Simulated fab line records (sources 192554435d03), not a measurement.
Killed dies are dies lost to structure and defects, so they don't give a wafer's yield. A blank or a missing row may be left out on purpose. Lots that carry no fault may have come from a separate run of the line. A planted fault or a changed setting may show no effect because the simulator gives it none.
The tool behind it: which one? -- flow n5Finfet -- at 1 step of a route of 1938, 12 lots with 34 wafers sampled

## WHAT EACH GAUGE READ, for each wafer
N5_DUMMY_REMOVAL_INSPECT_06: inspects for defects (brightfield). Usual: rawDefectCount reads 11 (standard deviation 5.4).
lot,measured,on,rawDefectCount,flag
L472,day 4 02:29,defectInspect-01,24 19 12,
L475,day 5 03:04,defectInspect-01,7 5 9,
L476,day 5 06:58,defectInspect-02,4 9 15,
L478,day 5 16:35,defectInspect-01,16 9 15,
L479,day 5 21:24,defectInspect-02,6 21 21,
L480,day 6 04:04,defectInspect-02,13 14 16,
L481,day 6 10:49,defectInspect-02,18 12 19,
L489,day 8 15:52,defectInspect-01,10 7,
L491,day 9 04:47,defectInspect-01,11 5,
L492,day 9 08:47,defectInspect-02,11 12 28,
L493,day 9 15:13,defectInspect-01,9 6 8,
L494,day 9 17:03,defectInspect-01,9 8 16,

## WHAT TOOL EACH LOT RAN ON (gives the tool, then ch and the chambers of the sampled wafers, and finally the start)
No process step before these readings appears in the record.

## WHAT THE TOOLS THEMSELVES READ (means of the sampled wafers that have a number; where no wafer has one, the mark that the record gives instead)
The record holds no such reading with a usual standard deviation.

## THE ANSWER, worked out from the rows above alone
Rule: take the mean of a lot's wafers that have a number; if it is more than 3 standard deviations from the usual mean, the lot is off. Also off: a lot with no number at a reading for which 4 or more lots have one. Where the step has rows for the other lots, those lots are counted as sound. First the gauges in route order, then the tools' own readings, where a lot's mean is used as printed above. At the first step where some lot is off, the reading lying furthest off is the one used; lots without a number count as furthest.
No lot is off on any of the readings shown, so nothing can be concluded from this.

## WHAT WAS PUT IN BY THE SIMULATOR
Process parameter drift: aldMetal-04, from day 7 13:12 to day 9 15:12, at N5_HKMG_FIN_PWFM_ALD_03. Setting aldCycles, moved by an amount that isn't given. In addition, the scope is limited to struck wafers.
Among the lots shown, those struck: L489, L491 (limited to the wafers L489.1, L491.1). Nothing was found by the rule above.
